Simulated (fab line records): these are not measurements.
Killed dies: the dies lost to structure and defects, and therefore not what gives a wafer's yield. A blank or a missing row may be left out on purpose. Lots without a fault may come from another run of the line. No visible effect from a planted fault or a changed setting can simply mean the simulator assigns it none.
What tool caused it? | flow n5-finfet | Sampling: 9 lots, 27 wafers, 5 of 1938 route steps

## WHAT EACH GAUGE READ, for each wafer
N5_BEOL_M2_CD_MEAS_18: pitch 36 nm, target cd 18 nm. Usual: 18.10 nm for cd-nm, sd 0.27.
lot  | measured     | on        | cd-nm (nm)        | flag
L648 | day 6 11:26  | cd-sem-01 | 18.16 17.77 17.82 |
L649 | day 7 04:39  | cd-sem-01 | 17.89 17.85 18.32 |
L656 | day 8 11:52  | cd-sem-01 | 18.38 17.86 18.36 |
L662 | day 10 05:35 | cd-sem-01 | 17.86 17.35 18.16 |
L663 | day 10 08:52 | cd-sem-02 | 18.13 18.75 17.88 |
L666 | day 11 06:23 | cd-sem-03 | 18.12 18.11 18.68 |
L668 | day 11 08:31 | cd-sem-03 | 18.15 18.00 18.06 |
L670 | day 12 00:40 | cd-sem-02 | 18.05 17.53 18.04 |
L671 | day 12 14:58 | cd-sem-03 | 18.08 17.57 17.72 |

N5_BEOL_M4_RC_MEAS_101. Usual: DIBL_N 36.3 mV/V, standard deviation 1.2; DIBL_P 36.1 mV/V, standard deviation 1.6; IOFF_N 0.161 nA/um, standard deviation 0.023; IOFF_P 0.209 nA/um, standard deviation 0.027; ION_N 676 uA/um, standard deviation 8.9; ION_P 462 uA/um, standard deviation 5.3; SS_N 71.5 mV/dec, standard deviation 0.51; SS_P 73.2 mV/dec, standard deviation 0.5; VT_N 249.1 mV, standard deviation 2.5; VT_P -249.9 mV, standard deviation 2.8.
lot  | measured     | on        | DIBL_N (mV/V)  | DIBL_P (mV/V)  | IOFF_N (nA/um)    | IOFF_P (nA/um)    | ION_N (uA/um) | ION_P (uA/um) | SS_N (mV/dec)  | SS_P (mV/dec)  | VT_N (mV)         | VT_P (mV)            | flag
L648 | day 7 12:20  | prober-02 | 36.5 35.7 34.8 | 36.8 35.0 33.1 | 0.164 0.142 0.129 | 0.203 0.183 0.157 | 671 672 667   | 460 457 451   | 71.8 70.8 71.7 | 72.7 73.3 73.5 | 246.1 247.2 250.9 | -251.8 -253.2 -255.5 |
L649 | day 8 08:17  | prober-01 | 36.1 35.8 37.7 | 35.6 36.2 38.1 | 0.155 0.145 0.185 | 0.203 0.211 0.249 | 683 671 689   | 462 461 471   | 71.5 70.9 71.6 | 72.9 72.7 73.9 | 248.2 248.5 246.0 | -249.9 -250.4 -247.5 |
L656 | day 9 14:19  | prober-02 | 36.9 37.7 36.9 | 34.3 35.4 34.6 | 0.153 0.170 0.166 | 0.203 0.221 0.202 | 670 667 674   | 467 462 459   | 71.5 71.7 71.5 | 73.2 72.8 72.8 | 249.4 247.7 250.3 | -248.5 -248.0 -252.3 |
L662 | day 11 15:14 | prober-02 | 36.4 37.0 35.9 | 35.7 36.8 36.1 | 0.165 0.178 0.161 | 0.181 0.193 0.187 | 666 674 671   | 457 456 455   | 72.0 71.8 70.9 | 73.6 74.2 73.5 | 247.4 249.3 249.5 | -253.8 -253.1 -253.2 |
L663 | day 11 09:02 | prober-02 | 35.0 35.7 34.0 | 35.2 35.9 33.4 | 0.151 0.160 0.135 | 0.197 0.204 0.174 | 676 672 665   | 467 462 457   | 71.9 71.9 71.0 | 72.5 73.4 72.6 | 247.9 250.1 251.5 | -250.9 -250.7 -253.3 |
L666 | day 12 11:00 | prober-02 | 38.6 36.7 37.9 | 37.3 34.8 36.1 | 0.201 0.159 0.188 | 0.248 0.206 0.235 | 679 669 688   | 465 455 474   | 72.6 71.6 71.8 | 73.9 73.2 73.5 | 247.0 250.7 248.7 | -248.7 -250.7 -246.2 |
L668 | day 12 14:43 | prober-02 | 36.8 38.2 37.9 | 37.2 37.8 37.5 | 0.177 0.200 0.186 | 0.220 0.232 0.225 | 679 688 680   | 460 462 467   | 72.2 71.8 72.0 | 73.3 73.2 72.1 | 249.4 247.3 247.4 | -250.5 -247.2 -249.5 |
L670 | day 13 06:17 | prober-01 | 35.6 36.1 36.0 | 36.5 37.8 37.2 | 0.161 0.182 0.166 | 0.215 0.238 0.222 | 666 681 677   | 461 461 462   | 71.9 71.8 72.7 | 73.0 73.9 73.7 | 249.0 246.7 248.1 | -250.2 -247.1 -251.9 |
L671 | day 13 22:22 | prober-01 | 37.1 36.0 35.0 | 36.4 35.6 34.3 | 0.166 0.143 0.132 | 0.217 0.202 0.178 | 679 674 662   | 465 463 457   | 71.8 71.9 71.6 | 73.3 73.1 73.4 | 250.1 250.6 251.1 | -246.2 -248.4 -248.6 |

## WHAT TOOL EACH LOT RAN ON (gives the tool, then ch and the chambers of the sampled wafers, and finally the start)
lot  | N5_BEOL_M2_ETCH_64                 | N5_BEOL_M2_ALD_98                 | N5_BEOL_M2_STRIP_36
L648 | rie-diel-01 ch 1,2, day 6 10:59    | ald-sin-04 ch 0,2,3, day 6 12:04  | rie-diel-01 ch 0,3, day 6 15:19
L649 | rie-diel-04 ch 0,2,3, day 7 04:18  | ald-sin-02 ch 0,2,3, day 7 05:59  | rie-diel-01 ch 0,1,3, day 7 06:55
L656 | rie-diel-05 ch 2,3, day 8 11:31    | ald-sin-03 ch 1,3, day 8 12:58    | rie-diel-05 ch 0,2, day 8 13:40
L662 | rie-diel-01 ch 0,1,3, day 10 05:14 | ald-sin-02 ch 0,1,2, day 10 06:37 | rie-diel-05 ch 0,1,3, day 10 10:44
L663 | rie-diel-05 ch 0,2,3, day 10 08:31 | ald-sin-02 ch 0,2,3, day 10 09:48 | rie-diel-04 ch 2,3, day 10 10:48
L666 | rie-diel-05 ch 0,2,3, day 11 05:56 | ald-sin-02 ch 1,2,3, day 11 07:05 | rie-diel-05 ch 2,3, day 11 07:35
L668 | rie-diel-04 ch 2,3, day 11 08:09   | ald-sin-03 ch 0,2,3, day 11 09:13 | rie-diel-01 ch 0,1,2, day 11 13:19
L670 | rie-diel-04 ch 0,1,2, day 12 00:14 | ald-sin-04 ch 0,2, day 12 01:22   | rie-diel-01 ch 1,2,3, day 12 03:17
L671 | rie-diel-01 ch 2,3, day 12 14:33   | ald-sin-04 ch 0,1,3, day 12 15:41 | rie-diel-04 ch 0,1, day 12 16:32
- N5_BEOL_M2_ETCH_64: etches SOC in N2/H2, target depth 75 nm, overetch 22.5 nm, time 121.9 s.
- N5_BEOL_M2_ALD_98: deposits SiO2, target thk 2.5 nm, pulse time 1 s, co reactant pulse time 1 s.
- N5_BEOL_M2_STRIP_36: strips in N2/H2.

## AS READ BY THE TOOLS THEMSELVES (means over the sampled wafers that have a number; for cases with no such wafer, the mark the record gives instead)
N5_BEOL_M2_ETCH_64. Usual: bias-w 150.0 W, standard deviation 0.45; drypump-motor-current-A 5.9 A, standard deviation 0.45; oes-product-au 0.59 a.u., standard deviation 0.056; rf-vpp-V 524.4 V, standard deviation 2.4; showerhead-plenum-p-Torr 2.56 Torr, standard deviation 0.079; throttle-valve-pct 17.72 %, standard deviation 0.25.
lot  | tool        | bias-w (W) | drypump-motor-current-A (A) | oes-product-au (a.u.) | rf-vpp-V (V) | showerhead-plenum-p-Torr (Torr) | throttle-valve-pct (%) | flag
L648 | rie-diel-01 | 150.3      | 6.6                         | 0.59                  | 524.3        | 2.54                            | 17.88                  |
L649 | rie-diel-04 | 150.1      | 6.0                         | 0.54                  | 524.6        | 2.55                            | 17.60                  |
L656 | rie-diel-05 | 150.4      | 5.9                         | 0.60                  | 525.8        | 2.62                            | 17.77                  |
L662 | rie-diel-01 | 150.1      | 5.7                         | 0.61                  | 523.1        | 2.52                            | 18.03                  |
L663 | rie-diel-05 | 150.5      | 5.9                         | 0.59                  | 524.3        | 2.55                            | 17.72                  |
L666 | rie-diel-05 | 150.7      | 5.9                         | 0.59                  | 523.1        | 2.54                            | 17.72                  |
L668 | rie-diel-04 | 150.3      | 5.8                         | 0.62                  | 525.2        | 2.60                            | 17.42                  |
L670 | rie-diel-04 | 149.8      | 6.0                         | 0.66                  | 526.2        | 2.61                            | 17.59                  |
L671 | rie-diel-01 | 149.9      | 5.6                         | 0.53                  | 520.7        | 2.43                            | 17.83                  |

N5_BEOL_M2_ALD_98. Usual: heater-power-w 78 W, standard deviation 6.6; precursor-pulse-height-rel 1.001, standard deviation 0.02.
lot  | tool       | heater-power-w (W) | precursor-pulse-height-rel | flag
L648 | ald-sin-04 | 75                 | 1.008                      |
L649 | ald-sin-02 | 77                 | 1.002                      |
L656 | ald-sin-03 | 87                 | 0.996                      |
L662 | ald-sin-02 | 78                 | 0.984                      |
L663 | ald-sin-02 | 78                 | 0.971                      |
L666 | ald-sin-02 | 75                 | 1.006                      |
L668 | ald-sin-03 | 81                 | 0.987                      |
L670 | ald-sin-04 | 74                 | 0.987                      |
L671 | ald-sin-04 | 77                 | 0.979                      |

N5_BEOL_M2_STRIP_36. Usual: drypump-motor-current-A 5.9 A, standard deviation 0.51; oes-product-au 0.79 a.u., standard deviation 0.083; rf-vpp-V 59.1 V, standard deviation 1.4; showerhead-plenum-p-Torr 2.55 Torr, standard deviation 0.077; throttle-valve-pct 23.5 %, standard deviation 0.35.
lot  | tool        | drypump-motor-current-A (A) | oes-product-au (a.u.) | rf-vpp-V (V) | showerhead-plenum-p-Torr (Torr) | throttle-valve-pct (%) | flag
L648 | rie-diel-01 | 5.2                         | 0.78                  | 59.0         | 2.47                            | 23.6                   |
L649 | rie-diel-01 | 5.7                         | 0.82                  | 58.6         | 2.52                            | 23.8                   |
L656 | rie-diel-05 | 6.3                         | 0.79                  | 59.2         | 2.51                            | 23.3                   |
L662 | rie-diel-05 | 5.8                         | 0.83                  | 58.7         | 2.57                            | 23.3                   |
L663 | rie-diel-04 | 5.8                         | 0.84                  | 59.2         | 2.61                            | 23.2                   |
L666 | rie-diel-05 | 5.9                         | 0.75                  | 59.6         | 2.60                            | 23.5                   |
L668 | rie-diel-01 | 6.2                         | 0.79                  | 58.3         | 2.54                            | 23.9                   |
L670 | rie-diel-01 | 6.1                         | 0.73                  | 59.8         | 2.48                            | 23.7                   |
L671 | rie-diel-04 | 6.3                         | 0.89                  | 60.3         | 2.65                            | 23.4                   |

## THE ANSWER, worked out from the rows above alone
Rule: a lot is off if the mean of its wafers that have a number lies more than 3 standard deviations from the usual mean. A lot without any number at a reading at which 4 lots or more have one is off too. Where the step has rows for the other lots, those lots are counted as sound. After the gauges, taken in route order, come the tools' own readings; for these a lot's mean is taken, as printed above. At the first step where some lot is off, the reading lying furthest off is the one used; lots without a number count as furthest.
Nothing can be told from this: no lot is off at any reading shown.

## WHAT THE SIMULATOR HAD INSERTED
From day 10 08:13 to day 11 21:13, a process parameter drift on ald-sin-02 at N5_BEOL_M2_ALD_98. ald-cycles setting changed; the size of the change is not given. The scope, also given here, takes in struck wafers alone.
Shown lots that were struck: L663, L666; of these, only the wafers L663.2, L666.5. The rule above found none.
